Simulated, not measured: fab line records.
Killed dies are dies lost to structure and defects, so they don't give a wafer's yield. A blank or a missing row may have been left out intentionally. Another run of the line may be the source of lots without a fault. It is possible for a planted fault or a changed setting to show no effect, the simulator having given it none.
A struck lot beside a sound one | flow n5Finfet | 14 steps out of a route of 1938
Sound: these wafers, L850.2, L850.3, L850.5. Wafers L867.2, L867.3, L867.5 were the ones struck. The cause comes at the end.
Order at every step that has rows: each side's tool, ch and its chambers, its first start. Under that, the readings that differ: sound wafers | struck wafers | difference of the means | sigmas: that difference in standard deviations of wafers without a fault.
alike: readings whose means differ by less than 2 such deviations, and words and numbers that are the same on both sides. not compared: withheld readings, readings that some wafer has no value for, bounds like >300 that may hide the same value, and numbers for which the record gives no deviation and whose values overlap.
A row with sigmas, a row that says differs or no value, or rows on one side alone: a step with any of these is where the two part. Non-overlapping numbers with no deviation appear without sigmas and do not part them. Lack of a reading on every wafer of one side parts them only where that side has two or more wafers.

first, 3 steps without rows for these wafers: N5_SD_EPI_P_PRECLEAN_51 (cleans in NF3:NH3, afs cycles 1, time 20 s, sublimation time 60 s); N5_SD_EPI_P_VAPOR_ETCH_44 (etches SiGe30 in NF3/Ar, time 3.3 s); N5_SD_EPI_P_EPI_21 (deposits SiGe:B, time 355 s).
N5_SD_EPI_P_EPI_MEAS_23:
  sound on filmMetro-02 at day 4 16:39; struck on filmMetro-02 at day 8 21:23
  alike: thkNm
then, 6 steps without rows for these wafers: N5_SD_EPI_P_HM_STRIP_48 (strips SiNx in H3PO4, material SiNx, target depth 3 nm); N5_SD_EPI_P_SRD_49 (time 30 s); N5_SD_EPI_P_PRECLEAN_24 (cleans in O3/DIW, time 45 s); N5_SD_EPI_P_PRECLEAN_32 (cleans in dHF, time 10 s); N5_SD_EPI_P_PRECLEAN_33 (cleans in SC2, time 45 s); N5_SD_EPI_P_SRD_25 (time 30 s).
N5_SD_EPI_P_INSPECT_26: inspects for defects (darkfield).
  sound on defectInspect-01 at day 4 16:50; struck on defectInspect-02 at day 8 21:34
  alike: rawDefectCount
N5_SD_ACTIVATION_RTA_00: time 0 s.
  sound on rtpAnneal-02 ch 0, day 4 16:53; struck on rtpAnneal-01 ch 0, day 8 21:41
  alike: lampPowerPct, lamp_zone_5_pct, wafer_temp_C_max
N5_SD_ACTIVATION_LSA_01: time 0.0008 s.
  sound on laserAnneal-01 ch 0, day 4 17:05; struck on laserAnneal-01 ch 0, day 8 21:53
reading          | sound                | struck               | difference | sigmas
wafer_temp_C_max | 1082.8 1083.0 1084.4 | 1070.2 1072.2 1071.0 | -12.3      | -9
next, for these wafers, 1 step has no rows: N5_PASSIVATION_PROBE_49.

WHERE THEY PART
At N5_SD_ACTIVATION_LSA_01 and nowhere else, as far as this record goes.

WHY: the cause the simulator had injected
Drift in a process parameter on laserAnneal-01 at N5_SD_ACTIVATION_LSA_01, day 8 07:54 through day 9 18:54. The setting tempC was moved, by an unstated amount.
